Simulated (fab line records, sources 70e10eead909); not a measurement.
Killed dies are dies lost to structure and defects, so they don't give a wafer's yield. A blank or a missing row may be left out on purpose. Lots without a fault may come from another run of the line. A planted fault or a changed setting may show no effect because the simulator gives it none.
Which tool did it? | flow nand_harc | 24 lots, 72 wafers sampled, at 5 steps of a route of 1302

WHAT THE GAUGES READ, wafer by wafer
NHARC_A_CONTACT_CD_MEAS_08: target cd 200 nm.
lot  | measured     | on        | cd_nm (nm)
L075 | day 22 18:32 | cd_sem-01 | 199.3 198.9 198.3
L074 | day 22 22:04 | cd_sem-03 | 199.9 199.4 198.7
L076 | day 22 22:39 | cd_sem-02 | 200.7 199.9 199.3
L077 | day 23 13:50 | cd_sem-01 | 199.4 199.1 199.1
L078 | day 23 14:14 | cd_sem-03 | 198.1 199.3 200.0
L079 | day 24 11:45 | cd_sem-03 | 199.2 200.3 199.6
L080 | day 25 05:09 | cd_sem-01 | 199.8 199.1 199.4
L081 | day 25 06:41 | cd_sem-03 | 199.7 199.4 198.6
L082 | day 25 18:22 | cd_sem-02 | 199.5 198.9 199.4
L084 | day 26 10:08 | cd_sem-02 | 200.1 200.3 199.3
L083 | day 26 19:25 | cd_sem-01 | 199.2 198.5 198.8
L085 | day 27 07:05 | cd_sem-01 | 199.9 199.3 199.7
L086 | day 27 11:28 | cd_sem-02 | 198.9 198.8 199.1
L090 | day 28 09:18 | cd_sem-01 | 198.6 198.8 199.1
L087 | day 28 10:52 | cd_sem-01 | 200.1 198.9 199.5
L088 | day 29 04:19 | cd_sem-03 | 199.0 200.1 200.3
L089 | day 29 07:34 | cd_sem-02 | 200.1 199.2 200.6
L092 | day 29 08:20 | cd_sem-02 | 198.3 198.8 198.6
L091 | day 29 12:49 | cd_sem-03 | 199.5 199.2 199.4
L094 | day 30 07:02 | cd_sem-01 | 198.4 199.7 199.1
L093 | day 30 07:54 | cd_sem-03 | 199.4 199.1 199.0
L095 | day 31 06:33 | cd_sem-03 | 198.8 199.4 198.5
L096 | day 32 03:35 | cd_sem-01 | 199.3 198.8 198.7
L097 | day 32 21:05 | cd_sem-03 | 199.7 199.6 198.9

NHARC_A_BLC_CD_MEAS_10: target cd 100 nm.
lot  | measured     | on        | cd_nm (nm)
L075 | day 23 01:31 | cd_sem-01 | 100.0 99.5 100.1
L074 | day 23 05:29 | cd_sem-03 | 99.1 100.4 99.8
L076 | day 23 07:02 | cd_sem-02 | 99.5 100.1 99.1
L077 | day 23 20:48 | cd_sem-01 | 100.4 99.7 99.7
L078 | day 23 21:17 | cd_sem-01 | 100.6 99.5 100.2
L079 | day 24 18:41 | cd_sem-02 | 100.0 99.5 98.9
L080 | day 25 11:59 | cd_sem-03 | 100.0 99.2 101.0
L081 | day 25 14:14 | cd_sem-02 | 101.0 100.6 99.7
L082 | day 26 00:35 | cd_sem-02 | 100.6 99.6 99.7
L084 | day 26 17:27 | cd_sem-03 | 99.5 98.7 99.2
L083 | day 27 01:38 | cd_sem-03 | 99.9 99.6 99.9
L085 | day 27 13:25 | cd_sem-02 | 100.4 99.7 100.2
L086 | day 27 18:16 | cd_sem-03 | 99.8 100.0 100.7
L090 | day 28 15:30 | cd_sem-03 | 98.9 98.7 100.0
L087 | day 28 17:11 | cd_sem-01 | 99.7 100.9 100.1
L088 | day 29 10:38 | cd_sem-02 | 98.9 99.6 98.9
L089 | day 29 13:53 | cd_sem-03 | 99.7 100.4 98.9
L092 | day 29 17:29 | cd_sem-03 | 100.9 100.5 100.6
L091 | day 29 19:35 | cd_sem-02 | 100.3 99.6 99.1
L094 | day 30 13:29 | cd_sem-03 | 100.6 100.3 101.0
L093 | day 30 14:15 | cd_sem-02 | 99.0 99.9 99.0
L095 | day 31 13:12 | cd_sem-01 | 99.7 99.7 101.3
L096 | day 32 09:52 | cd_sem-02 | 99.2 99.8 100.8
L097 | day 33 04:11 | cd_sem-01 | 100.5 99.5 99.6

NHARC_A_BLC_OVL_MEAS_11.
lot  | measured     | on         | overlay_x_nm (nm) | overlay_y_nm (nm)
L075 | day 23 01:37 | overlay-01 | 0.5 1.1 0.9       | 1.4 1.0 0.5
L074 | day 23 05:34 | overlay-02 | 0.7 0.6 0.1       | -0.2 0.7 0.5
L076 | day 23 07:08 | overlay-01 | -0.5 -0.9 -0.6    | 0.4 0.9 0.5
L077 | day 23 20:53 | overlay-02 | -0.2 -0.3 0.1     | -0.1 0.0 0.2
L078 | day 23 21:23 | overlay-01 | -1.8 -1.9 -2.1    | 0.0 0.3 0.3
L079 | day 24 18:46 | overlay-01 | 1.0 0.6 0.7       | 0.2 0.4 0.4
L080 | day 25 12:04 | overlay-01 | -0.5 -0.8 -0.6    | -1.2 -0.7 -1.2
L081 | day 25 14:19 | overlay-01 | -0.3 -0.2 0.1     | 1.9 1.9 1.5
L082 | day 26 00:41 | overlay-02 | -0.4 0.3 -0.1     | 0.9 0.7 0.9
L084 | day 26 17:32 | overlay-01 | -0.2 0.1 0.1      | 0.1 0.7 1.0
L083 | day 27 01:43 | overlay-01 | 0.4 0.1 -0.4      | -0.5 -0.6 -0.3
L085 | day 27 13:30 | overlay-01 | 0.1 -0.3 0.3      | 0.0 0.1 -0.1
L086 | day 27 18:22 | overlay-02 | 0.3 0.0 0.7       | 0.8 1.4 1.0
L090 | day 28 15:35 | overlay-02 | 0.2 1.1 0.6       | -0.4 -0.1 0.0
L087 | day 28 17:17 | overlay-01 | 0.7 0.9 0.9       | 0.3 0.0 0.2
L088 | day 29 10:43 | overlay-01 | 0.0 0.2 0.3       | 0.9 0.5 1.0
L089 | day 29 13:59 | overlay-02 | -0.1 0.6 -0.1     | 0.8 0.7 1.1
L092 | day 29 17:35 | overlay-01 | 0.8 0.7 0.6       | 0.0 0.6 0.0
L091 | day 29 19:41 | overlay-02 | 0.5 0.7 0.4       | -0.3 0.3 0.0
L094 | day 30 13:34 | overlay-02 | 0.0 -0.7 -0.3     | 0.8 0.2 1.1
L093 | day 30 14:20 | overlay-01 | -0.3 -1.0 -0.3    | -1.6 -1.8 -1.6
L095 | day 31 13:17 | overlay-01 | 1.0 0.3 0.8       | -1.0 -0.9 -0.7
L096 | day 32 09:58 | overlay-02 | -1.4 -1.3 -0.6    | 0.5 0.1 0.0
L097 | day 33 04:16 | overlay-01 | -0.2 0.5 -0.1     | -0.2 -0.3 -0.3

WHICH TOOL RAN EACH LOT (tool, then ch and the chambers of the sampled wafers, then the start)
lot  | NHARC_A_CONTACT_DEP_84        | NHARC_A_CONTACT_CVD_19
L075 | acl_dep-02 ch 0, day 22 16:04 | cvd_w-01 ch 0,1, day 23 01:31 or earlier
L074 | acl_dep-02 ch 0, day 22 19:37 | cvd_w-01 ch 0,1, day 23 05:29 or earlier
L076 | acl_dep-01 ch 0, day 22 20:10 | cvd_w-01 ch 0,1, day 23 07:02 or earlier
L077 | acl_dep-01 ch 0, day 23 11:39 | cvd_w-02 ch 1, day 23 20:48 or earlier
L078 | acl_dep-02 ch 0, day 23 12:05 | cvd_w-01 ch 0, day 23 21:17 or earlier
L079 | acl_dep-03 ch 0, day 24 09:52 | cvd_w-01 ch 0, day 24 18:41 or earlier
L080 | acl_dep-02 ch 0, day 25 02:41 | cvd_w-01 ch 0,1, day 25 11:59 or earlier
L081 | acl_dep-03 ch 0, day 25 04:14 | cvd_w-02 ch 0,1, day 25 14:14 or earlier
L082 | acl_dep-02 ch 0, day 25 16:11 | cvd_w-02 ch 0,1, day 26 00:35 or earlier
L084 | acl_dep-03 ch 0, day 26 08:05 | cvd_w-02 ch 0,1, day 26 17:27 or earlier
L083 | acl_dep-03 ch 0, day 26 17:04 | cvd_w-02 ch 0,1, day 27 01:38 or earlier
L085 | acl_dep-02 ch 0, day 27 05:19 | cvd_w-01 ch 0,1, day 27 13:25 or earlier
L086 | acl_dep-01 ch 0, day 27 09:41 | cvd_w-01 ch 0,1, day 27 18:16 or earlier
L090 | acl_dep-03 ch 0, day 28 07:24 | cvd_w-02 ch 0,1, day 28 15:30 or earlier
L087 | acl_dep-03 ch 0, day 28 08:32 | cvd_w-01 ch 0,1, day 28 17:11 or earlier
L088 | acl_dep-02 ch 0, day 29 02:32 | cvd_w-01 ch 0,1, day 29 10:38 or earlier
L089 | acl_dep-01 ch 0, day 29 05:22 | cvd_w-01 ch 1, day 29 13:53 or earlier
L092 | acl_dep-03 ch 0, day 29 05:49 | cvd_w-02 ch 0,1, day 29 17:29 or earlier
L091 | acl_dep-01 ch 0, day 29 10:28 | cvd_w-01 ch 0,1, day 29 19:35 or earlier
L094 | acl_dep-02 ch 0, day 30 04:51 | cvd_w-01 ch 0,1, day 30 13:29 or earlier
L093 | acl_dep-01 ch 0, day 30 05:34 | cvd_w-02 ch 0,1, day 30 14:15 or earlier
L095 | acl_dep-02 ch 0, day 31 04:06 | cvd_w-02 ch 0,1, day 31 13:12 or earlier
L096 | acl_dep-02 ch 0, day 32 01:08 | cvd_w-02 ch 0,1, day 32 09:52 or earlier
L097 | acl_dep-02 ch 0, day 32 18:38 | cvd_w-01 ch 1, day 33 04:11 or earlier
- NHARC_A_CONTACT_DEP_84: deposits aC, target thk 2800 nm.
- NHARC_A_CONTACT_CVD_19: deposits W, target thk 300 nm, time 802 s.

WHAT THE TOOLS THEMSELVES READ (means of the sampled wafers that have a number; where no wafer has one, the mark that the record gives instead)
NHARC_A_CONTACT_DEP_84.
lot  | tool       | throttle_valve_pct (%)
L075 | acl_dep-02 | 35.002
L074 | acl_dep-02 | 35.009
L076 | acl_dep-01 | 35.000
L077 | acl_dep-01 | 34.997
L078 | acl_dep-02 | 35.000
L079 | acl_dep-03 | 35.006
L080 | acl_dep-02 | 34.994
L081 | acl_dep-03 | 35.001
L082 | acl_dep-02 | 34.991
L084 | acl_dep-03 | 35.003
L083 | acl_dep-03 | 35.004
L085 | acl_dep-02 | 35.001
L086 | acl_dep-01 | 34.998
L090 | acl_dep-03 | 35.008
L087 | acl_dep-03 | 34.994
L088 | acl_dep-02 | 35.009
L089 | acl_dep-01 | 35.012
L092 | acl_dep-03 | 34.992
L091 | acl_dep-01 | 34.999
L094 | acl_dep-02 | 35.000
L093 | acl_dep-01 | 35.006
L095 | acl_dep-02 | 35.008
L096 | acl_dep-02 | 35.009
L097 | acl_dep-02 | 35.000

NHARC_A_CONTACT_CVD_19.
lot  | tool     | chamber_pressure_Torr (Torr) | heater_power_w (W) | throttle_valve_pct (%)
L075 | cvd_w-01 | 39.94                        | 487                | 8.1
L074 | cvd_w-01 | 40.01                        | 485                | 8.5
L076 | cvd_w-01 | 39.97                        | 481                | 8.4
L077 | cvd_w-02 | 39.98                        | 538                | 7.1
L078 | cvd_w-01 | 40.02                        | 480                | 8.1
L079 | cvd_w-01 | 39.97                        | 491                | 8.0
L080 | cvd_w-01 | 40.08                        | 487                | 8.1
L081 | cvd_w-02 | 40.05                        | 529                | 7.5
L082 | cvd_w-02 | 40.05                        | 512                | 7.7
L084 | cvd_w-02 | 40.06                        | 497                | 7.7
L083 | cvd_w-02 | 39.92                        | 524                | 7.4
L085 | cvd_w-01 | 40.03                        | 474                | 8.4
L086 | cvd_w-01 | 40.04                        | 481                | 8.4
L090 | cvd_w-02 | 39.91                        | 513                | 7.3
L087 | cvd_w-01 | 40.06                        | 488                | 8.3
L088 | cvd_w-01 | 39.94                        | 475                | 8.5
L089 | cvd_w-01 | 40.02                        | 467                | 8.7
L092 | cvd_w-02 | 40.05                        | 508                | 7.3
L091 | cvd_w-01 | 39.97                        | 472                | 8.4
L094 | cvd_w-01 | 39.96                        | 477                | 8.4
L093 | cvd_w-02 | 40.04                        | 475                | 7.5
L095 | cvd_w-02 | 39.99                        | 513                | 7.4
L096 | cvd_w-02 | 40.02                        | 519                | 7.3
L097 | cvd_w-01 | 40.03                        | 464                | 8.2

THE ANSWER, worked out from the rows above alone
Rule: what is usual is taken from the lots themselves. Put in order of their means at a reading, lots are off if they are a third of the lots or fewer, leave a main group of 4 or more, and stand apart from it by a gap of 3 or more times the standard deviation of the main group's means; of several such gaps the widest counts. A main group whose means are all the same, to the digits that the tables above print for the reading, isn't used. A lot without any number at a reading at which 4 lots or more have one is off too. The other lots that the step has rows for count as sound. The gauges are gone through in route order, then the tools' own readings, and for those a lot's mean is taken as printed above. The first step at which some lot is off is used, and at that step the reading that is off furthest; a lot without a number counts as furthest.
No lot is off at any reading shown: from this, nothing can be told.

WHAT THE SIMULATOR HAD PUT IN
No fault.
